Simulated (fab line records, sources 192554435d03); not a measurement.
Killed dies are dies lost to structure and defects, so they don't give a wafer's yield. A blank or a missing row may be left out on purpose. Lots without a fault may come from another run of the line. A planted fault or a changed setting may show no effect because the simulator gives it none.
Problem report in the 8D (eight disciplines) form, filled by code | flow n5_finfet | the parts of the form that need people (team, actions taken, sign-off) are left out

1. THE PROBLEM
exposure_dose_mJ_cm2 at N5_BEOL_M3_EXPOSE_08 reads a mean of 33.24 on 6 wafers of 2 lots; wafers without a fault read 32.94 with a standard deviation of 0.031. That is +9.6 standard deviations from the usual mean.
The step: exposes mask M3.
First seen on wafer L483.1, day 12 01:03, on euv_scanner-02. The record holds 30 wafers of 10 lots with a number at this step. Rule for "out", or "out of limits": more than 4 standard deviations from the usual mean. The other wafers with a number count as sound.

2. WHAT IT IS AND WHAT IT IS NOT
question                    | is                     | is not
which readings at this step | exposure_dose_mJ_cm2   | focus_offset_nm
which lots                  | L483, L485             | L467, L468, L469, L470, L471, L472, L474, L484
which wafers of those lots  | all that have a number | -
read on which tools         | euv_scanner-02         | euv_scanner-01
when                        | from day 12 01:03      | up to then (21 sound wafers); but 3 sound wafers of L484 came after

3. SUSPECTS, AND WHAT RULES EACH OUT
Counting: a tool at a process step up to the reading stays a suspect if it ran every lot that is out and no sound lot after the first of them.
- euv_scanner-02 at N5_BEOL_M3_EXPOSE_08 (exposes mask M3): kept. It ran every lot that is out, first L483 (day 12 01:03), and no sound lot after that; its last sound lot up to then is L474 (day 10 01:28). Its own readings are out on those wafers: exposure_dose_mJ_cm2.
Left after counting: euv_scanner-02 at N5_BEOL_M3_EXPOSE_08.

4. THE CAUSE (what the simulator had put in)
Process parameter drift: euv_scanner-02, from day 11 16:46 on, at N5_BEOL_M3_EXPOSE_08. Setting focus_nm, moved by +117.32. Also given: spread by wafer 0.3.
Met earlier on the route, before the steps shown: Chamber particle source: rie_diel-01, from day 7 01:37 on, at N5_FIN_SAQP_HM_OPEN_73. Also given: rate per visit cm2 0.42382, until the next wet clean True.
Counting left only this tool.

5. THE CHAIN OF EFFECTS, in route order
Each row: a reading whose mean over the struck wafers that have a number lies more than 3 standard deviations from the usual. Only readings for which the record gives a usual standard deviation are gone through. hours: the time from each lot's start at the first step in this table that gives one to its start at this step, as a median over the lots. sigmas: the change in usual standard deviations.
hours | step                    | reading              | usual  | on struck wafers | change | sigmas
0     | N5_BEOL_M3_EXPOSE_08    | exposure_dose_mJ_cm2 | 32.94  | 33.24            | +0.30  | +9.6
129   | N5_PASSIVATION_PROBE_49 | defect_limited_yield | 91.3 % | 13.5             | -77.8  | -52
129   | N5_PASSIVATION_PROBE_49 | killed_at_M0_to_M3   | 34     | 874              | +840   | +89
129   | N5_PASSIVATION_PROBE_49 | killed_at_front_end  | 40     | 119              | +79    | +7.9
129   | N5_PASSIVATION_PROBE_49 | killed_dies          | 103    | 1021             | +918   | +54
129   | N5_PASSIVATION_PROBE_49 | killed_on_rim        | 13     | 131              | +118   | +28
129   | N5_PASSIVATION_PROBE_49 | sort_bin_5_function  | 5.0 %  | 56.2             | +51.2  | +52
129   | N5_PASSIVATION_PROBE_49 | sort_bin_6_memory    | 3.3 %  | 9.0              | +5.7   | +8.1
129   | N5_PASSIVATION_PROBE_49 | sort_n_pass          | 1077   | 159              | -918   | -54
129   | N5_PASSIVATION_PROBE_49 | sort_yield_pct       | 91.3 % | 13.5             | -77.8  | -52
The process steps in it:
- N5_BEOL_M3_EXPOSE_08: exposes mask M3.
- N5_PASSIVATION_PROBE_49
Later measuring or inspecting steps at which every struck wafer that the step has a row for has a number for every such reading, and none has moved that far: N5_BEOL_M4_RC_MEAS_101.

6. WHAT WOULD HAVE CAUGHT IT SOONER
In this record the first reading out of limits was taken at day 12 01:03, 8 hours after the fault began at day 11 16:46.
